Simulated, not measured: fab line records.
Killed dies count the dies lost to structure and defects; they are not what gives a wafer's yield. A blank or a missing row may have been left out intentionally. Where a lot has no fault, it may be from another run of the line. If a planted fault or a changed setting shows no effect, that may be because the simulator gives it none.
One fault through the eyes of 2 desks ; flow n5 finfet ; what lay behind the numbers comes last; until then each desk has only its own

AT THE METROLOGY DESK
Means of the sampled wafers that have a number, per lot and without regard to the tool the lot ran on: this is what the gauges read. The brackets show how far a lot's mean lies from the usual mean; more than 4 standard deviations puts the lot out of limits, marked OUT. Of its 10 readings 7 are shown: those that lie furthest out on some lot.
Columns: A = DIBL_N at N5_BEOL_M4_RC_MEAS_101, usual 36.3 mV/V; B = DIBL_P at N5_BEOL_M4_RC_MEAS_101, usual 36.1 mV/V; C = IOFF_N at N5_BEOL_M4_RC_MEAS_101, usual 0.161 nA/um; D = ION_P at N5_BEOL_M4_RC_MEAS_101, usual 462 uA/um; E = SS_N at N5_BEOL_M4_RC_MEAS_101, usual 71.5 mV/dec; F = VT_N at N5_BEOL_M4_RC_MEAS_101, usual 249.1 mV; G = VT_P at N5_BEOL_M4_RC_MEAS_101, usual -249.9 mV
lot;first seen here;A;B;C;D;E;F;G
L906;day 8 08:17;36.5;36.6;0.162;465;71.3;247.6;-249.3
L908;day 8 14:11;35.0;34.0;0.132;461;71.2;252.3;-251.3
L913;day 9 14:19;37.2;34.8;0.163;463;71.6;249.1;-249.6
L914;day 9 20:49;34.5;35.7;0.158;461;71.7;247.0;-251.4
L918;day 11 01:43;37.6;36.5;0.169;460;72.1;251.4;-249.7
L917;day 11 06:47;36.4;35.7;0.157;469;71.2;247.0;-244.3
L920;day 11 09:02;34.9;34.8;0.149;462;71.6;249.8;-251.6
L921;day 11 16:43;37.7;36.4;0.172;459;71.2;248.2;-250.2
L926;day 12 20:45;35.4;36.7;0.130;464;71.5;254.5;-250.7
This desk found nothing out of limits on any of the 9 lots.

DESK OF THE TOOL OWNER: cmp-03
The tool's own readings at N5_HKMG_FIN_CMP_94 (polishes, stops on SiNx, t overpolish 4.7 s, target thk 43.299 nm): means of the sampled wafers that have a number, for each lot that ran on this tool. The brackets show how far a lot's mean lies from the usual mean; more than 4 standard deviations puts the lot out of limits, marked OUT.
Columns: A = head pressure psi at N5_HKMG_FIN_CMP_94, usual 4.002 psi; B = motor current A at N5_HKMG_FIN_CMP_94, usual 12.8 A
lot;first seen here;A;B
L906;day 4 17:14;4.000;12.5
L908;day 5 02:52;4.000;12.4
L913;day 6 11:39;4.010;12.2
L918;day 7 16:40;3.999;12.4
L920;day 8 06:01;3.932 (-7.9) OUT;12.8
Finding of this desk: L920 out of limits; the first was L920 at day 8 06:01, on head pressure psi at N5_HKMG_FIN_CMP_94. L906, L908, L913, L918 stayed within limits.

BROUGHT TOGETHER
The tool owner's desk had the chance to raise an alarm at day 8 06:01 on L920.
Nothing out of limits was seen by the metrology desk.
The metrology desk holds a record of L920, inside its limits.
The lots listed all ran N5_HKMG_FIN_CMP_94 on cmp-03.

WHAT THE SIMULATOR HAD PUT IN
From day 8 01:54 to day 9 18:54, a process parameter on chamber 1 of cmp-03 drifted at N5_HKMG_FIN_CMP_94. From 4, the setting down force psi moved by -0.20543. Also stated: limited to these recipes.
Lots struck among those shown: L920.
How many hours passed from the start of the fault until each desk's first out-of-limits reading: the tool owner's desk, 4.
